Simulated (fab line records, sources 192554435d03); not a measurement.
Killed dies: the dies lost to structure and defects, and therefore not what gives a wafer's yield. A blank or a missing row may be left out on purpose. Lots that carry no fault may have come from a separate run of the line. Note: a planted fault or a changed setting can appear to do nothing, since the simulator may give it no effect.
Split-lot experiment -- flow n5 finfet -- on a route of 1938 steps: 7 lots, 21 wafers read

== ABOUT THE SPLIT ==
At N5_BEOL_M5_TRENCH_ETCH_37 (etches SiCOH lowk in C4F6/O2, target depth 71.652 nm, time 24.7 s), the setting source w was moved away from the recipe's 345 W on 6 of the 21 wafers read, by -14.2% to +15.5%. The other wafers ran this setting at the recipe's value.

Reading taken at the split's own step.

== THE READING ==
rf vpp V, in V, at N5_BEOL_M5_TRENCH_ETCH_37 (etches SiCOH lowk in C4F6/O2, target depth 71.652 nm, time 24.7 s). Typical for fault-free wafers on this fab line: 661 V, with standard deviation 13 V.

wafer,"tool, chamber at the split","source w as run, W",against the recipe,"rf vpp V, V",against lot-mates on the recipe
L074.4,"rie diel-02, 3",345,recipe,679,-
L074.5,"rie diel-02, 1",319.4,-7.4%,698,+33
L074.6,"rie diel-02, 2",345,recipe,651,-
L080.1,"rie diel-03, 1",345,recipe,655,-
L080.3,"rie diel-03, 2",345,recipe,665,-
L080.4,"rie diel-03, 3",345,recipe,656,-
L082.1,"rie diel-03, 3",345,recipe,657,-
L082.4,"rie diel-03, 0",345,recipe,678,-
L082.5,"rie diel-03, 3",398.6,+15.5%,609,-58
L088.1,"rie diel-03, 2",345,recipe,664,-
L088.3,"rie diel-03, 0",345,recipe,676,-
L088.5,"rie diel-03, 3",345,recipe,656,-
L090.2,"rie diel-06, 3",295.9,-14.2%,733,+99
L090.5,"rie diel-06, 2",345,recipe,634,-
L090.6,"rie diel-06, 1",295.9,-14.2%,713,+79
L096.2,"rie diel-02, 3",345,recipe,680,-
L096.5,"rie diel-02, 0",345,recipe,652,-
L096.6,"rie diel-02, 1",345,recipe,670,-
L095.2,"rie diel-06, 3",369.1,+7.0%,654,-22
L095.3,"rie diel-06, 2",369.1,+7.0%,613,-63
L095.5,"rie diel-06, 3",345,recipe,676,-

THE FIT
A straight line over all 21 wafers: rf vpp V changes by -4.02 V for each +1% of source w; r = -0.88; the points scatter about the line by 14 V.
The same after taking each lot's own level away (the mean of its wafers on the recipe; 21 wafers): -5.34 V for each +1%; r = -0.93; scatter 13 V.
The reading moves by 83 V for the largest change in source w, on that fit.
The span of the lots' own levels, 634.0 to 676.0 V, comes to 3.2 times the standard deviation stated above.
Thus the slope moves with the lot-to-lot level: the two fits are different.
Check: -94.5 V against its lot-mates is what the line predicts for one of the wafers moved furthest among these (+15.5%) when that wafer is left out of the fit. It came out at -58.5 V against them.
Tool readings at the split's step, against how far the setting was moved: rf vpp V r = -0.88.

== THE OTHER SPLITS THESE WAFERS WENT THROUGH ==
Note: prior to the reading, these wafers also went through further splits. Each is held against what the fit with the lots' levels taken away leaves over:
other split on the same wafers,wafers away from the commonest value,r with rf vpp V (lot level and that fit taken away)
N5_MOL_CONTACT_COAG_COAT_02 spin rpm,10,+0.12
N5_MOL_CONTACT_COAG_ETCH_105 bias w,9,+0.32
N5_BEOL_M0_ETCH_128 source w,5,+0.16
N5_BEOL_M3_ILD_DEP_00 time s,6,-0.28
N5_BEOL_M3_TRENCH_ETCH_37 bias w,7,-0.09
N5_BEOL_M3_ETCH_41 target depth a,12,-0.17
N5_BEOL_M4_DESCUM_33 time s,12,+0.20

== FILE'S OWN FIT ==
rf vpp V changes by -4.97 V for each +1% of source w, r = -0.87.
